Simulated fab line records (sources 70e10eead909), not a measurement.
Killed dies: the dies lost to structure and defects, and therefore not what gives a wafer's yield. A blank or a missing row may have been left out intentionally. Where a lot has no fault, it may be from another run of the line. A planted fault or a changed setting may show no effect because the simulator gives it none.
Chamber matching || flow nandHarc || NHARC_P_CONTACT_ETCH_35 on rieDiel-13: 4 sister chambers
The step etches the open film in CF4, target depth 39 nm, time 65 s. 7 wafers are shown with their chamber, then 8 later ones without.

EACH WAFER AND ITS CHAMBER
{"wafer": "L447.6", "chamber": 3, "drypumpMotorCurrentA (A)": 6.18, "oesProductAu (a.u.)": 1.004}
{"wafer": "L455.4", "chamber": 1, "drypumpMotorCurrentA (A)": 5.73, "oesProductAu (a.u.)": 0.998}
{"wafer": "L455.6", "chamber": 2, "drypumpMotorCurrentA (A)": 5.73, "oesProductAu (a.u.)": 1.000}
{"wafer": "L458.1", "chamber": 1, "drypumpMotorCurrentA (A)": 5.68, "oesProductAu (a.u.)": 0.983}
{"wafer": "L458.3", "chamber": 0, "drypumpMotorCurrentA (A)": 5.64, "oesProductAu (a.u.)": 1.014}
{"wafer": "L458.5", "chamber": 2, "drypumpMotorCurrentA (A)": 5.67, "oesProductAu (a.u.)": 0.991}
{"wafer": "L463.2", "chamber": 0, "drypumpMotorCurrentA (A)": 5.64, "oesProductAu (a.u.)": 1.008}

WAFERS WITHOUT THEIR CHAMBER
{"wafer": "L463.3", "drypumpMotorCurrentA (A)": 6.19, "oesProductAu (a.u.)": 1.005}
{"wafer": "L463.6", "drypumpMotorCurrentA (A)": 5.69, "oesProductAu (a.u.)": 0.984}
{"wafer": "L466.2", "drypumpMotorCurrentA (A)": 5.66, "oesProductAu (a.u.)": 1.008}
{"wafer": "L466.3", "drypumpMotorCurrentA (A)": 6.16, "oesProductAu (a.u.)": 0.999}
{"wafer": "L466.4", "drypumpMotorCurrentA (A)": 5.70, "oesProductAu (a.u.)": 0.984}
{"wafer": "L468.4", "drypumpMotorCurrentA (A)": 5.64, "oesProductAu (a.u.)": 1.010}
{"wafer": "L468.5", "drypumpMotorCurrentA (A)": 5.68, "oesProductAu (a.u.)": 0.992}
{"wafer": "L468.6", "drypumpMotorCurrentA (A)": 6.18, "oesProductAu (a.u.)": 1.011}

EACH ONE'S CHAMBER
{"wafer": "L463.3", "from the rows above": 3, "in truth": 3}
{"wafer": "L463.6", "from the rows above": "can't be placed: 1 or 2", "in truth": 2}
{"wafer": "L466.2", "from the rows above": "can't be placed: 0 or 2 or 1", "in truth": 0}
{"wafer": "L466.3", "from the rows above": 3, "in truth": 3}
{"wafer": "L466.4", "from the rows above": "can't be placed: 1 or 2", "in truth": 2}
{"wafer": "L468.4", "from the rows above": 0, "in truth": 0}
{"wafer": "L468.5", "from the rows above": "can't be placed: 2 or 1", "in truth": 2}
{"wafer": "L468.6", "from the rows above": 3, "in truth": 3}
4 of 8 placed correctly. Not placeable from these rows: 4 (in 4, the candidates include the true chamber). 0 placed wrongly.
How it was worked out, from the rows above alone: a wafer's distance from a chamber is the root of the sum, over the readings, of the square of ((its reading less the chamber's mean) divided by the reading's scatter). The wafer belongs to the nearest chamber; if the next one is less than 2 further off, it can't be placed. The mean given for a chamber averages the wafers shown for that chamber. The scatter: take each reading less its chamber's mean, square it, sum over the shown wafers, divide by the number of wafers less the number of chambers, and take the root.
